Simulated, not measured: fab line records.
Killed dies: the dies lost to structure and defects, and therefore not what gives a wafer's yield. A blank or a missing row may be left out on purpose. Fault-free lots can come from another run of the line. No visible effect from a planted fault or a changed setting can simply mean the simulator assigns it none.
One fault seen from 2 desks || flow n5-finfet || what lay behind the numbers comes last; until then each desk has only its own

DESK OF THE TOOL OWNER: rie-diel-05
The tool's own readings at N5_BEOL_M8_ETCH_65 (etches SiARC in CF4, target depth 15.6 nm, time 26 s): means of the sampled wafers that have a number, for each lot that ran on this tool. Marked OUT: a lot whose mean sits more than 4 standard deviations from the usual mean, which makes it out of limits; the brackets give that distance. Shown are 7 of the 8 readings it has, namely the first that went out of limits plus those furthest out on some lot.
Columns: A = cf4-flow-sccm at N5_BEOL_M8_ETCH_65, usual 100.01 sccm; B = etch-rf-on-time-s at N5_BEOL_M8_ETCH_65, usual 25.9 s; C = oes-product-au at N5_BEOL_M8_ETCH_65, usual 0.70 a.u.; D = rf-fwd-power-W at N5_BEOL_M8_ETCH_65, usual 532.2 W; E = rf-vpp-V at N5_BEOL_M8_ETCH_65, usual 184.4 V; F = showerhead-plenum-p-Torr at N5_BEOL_M8_ETCH_65, usual 2.16 Torr; G = throttle-valve-pct at N5_BEOL_M8_ETCH_65, usual 15.57 %
{"lot": "L986", "first seen here": "day 9 10:04", "A": 99.85, "B": 26.1, "C": 0.80, "D": 530.6, "E": 184.8, "F": 2.16, "G": 15.45}
{"lot": "L991", "first seen here": "day 10 01:23", "A": 100.04, "B": 26.1, "C": 0.71, "D": 532.7, "E": 184.1, "F": 2.17, "G": 15.53}
{"lot": "L992", "first seen here": "day 10 23:37", "A": 99.61, "B": 25.8, "C": 0.78, "D": 529.9, "E": 184.5, "F": 2.16, "G": 15.45}
{"lot": "L994", "first seen here": "day 12 02:47", "A": 100.22, "B": 26.0, "C": 0.73, "D": 531.0, "E": 182.9, "F": 2.11, "G": 15.48}
{"lot": "L997", "first seen here": "day 12 22:08", "A": 100.23, "B": 26.1, "C": 0.68, "D": 533.2, "E": 183.9, "F": 2.16, "G": 15.57}
{"lot": "L101", "first seen here": "day 13 14:55", "A": 99.68, "B": "22.9 (-6.2) OUT", "C": 0.77, "D": "619.2 (+36) OUT", "E": "175.0 (-7.3) OUT", "F": 2.11, "G": 15.54}
{"lot": "L103", "first seen here": "day 13 18:20", "A": 99.88, "B": "23.8 (-4.4) OUT", "C": 0.72, "D": "600.3 (+28) OUT", "E": "177.2 (-5.5) OUT", "F": 2.11, "G": 15.56}
This desk's verdict: out of limits on L101, L103, starting with L101 at day 13 14:55 (etch-rf-on-time-s at N5_BEOL_M8_ETCH_65). Within limits: L986, L991, L992, L994, L997.

THE METROLOGY DESK
What the gauges read, lot by lot, whatever tool the lot ran on: means of the sampled wafers that have a number. Marked OUT: a lot whose mean sits more than 4 standard deviations from the usual mean, which makes it out of limits; the brackets give that distance.
Columns: A = M8_OVL at N5_BEOL_M8_OVL_MEAS_12, usual -0.2 nm; B = cd-nm at N5_BEOL_M8_CD_MEAS_35, usual 39.8 nm
{"lot": "L986", "first seen here": "day 9 01:44", "A": 0.3, "B": 39.6}
{"lot": "L989", "first seen here": "day 9 21:33", "A": 0.1, "B": 39.2}
{"lot": "L991", "first seen here": "day 10 00:22", "A": 0.3, "B": 39.6}
{"lot": "L992", "first seen here": "day 10 20:43", "A": -0.5, "B": 40.0}
{"lot": "L994", "first seen here": "day 11 22:52", "A": -0.4, "B": 39.2}
{"lot": "L997", "first seen here": "day 12 18:07", "A": -1.4, "B": 40.0}
{"lot": "L101", "first seen here": "day 13 13:37", "A": -1.1, "B": 40.6}
{"lot": "L103", "first seen here": "day 13 16:03", "A": -0.6, "B": 39.9}
{"lot": "L105", "first seen here": "day 14 10:33", "A": -0.2, "B": 39.7}
{"lot": "L107", "first seen here": "day 15 05:43", "A": -0.4, "B": 39.9}
{"lot": "L109", "first seen here": "day 15 13:16", "A": -0.9, "B": 39.8}
This desk found nothing out of limits on any of the 11 lots.

BROUGHT TOGETHER
An alarm could have come from the tool owner's desk at day 13 14:55, on L101, L103.
At the metrology desk, nothing out of limits was observed.
The metrology desk holds a record of L101, L103, inside its limits.
N5_BEOL_M8_ETCH_65 was run on rie-diel-05 by each of the lots named.

WHAT THE SIMULATOR HAD INSERTED
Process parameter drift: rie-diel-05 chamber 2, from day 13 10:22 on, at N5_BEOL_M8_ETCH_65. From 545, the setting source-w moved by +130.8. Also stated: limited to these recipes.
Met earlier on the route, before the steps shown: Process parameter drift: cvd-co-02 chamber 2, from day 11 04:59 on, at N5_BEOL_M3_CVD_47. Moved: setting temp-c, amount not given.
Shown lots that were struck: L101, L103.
How many hours passed from the start of the fault until each desk's first out-of-limits reading: the tool owner's desk, 5.
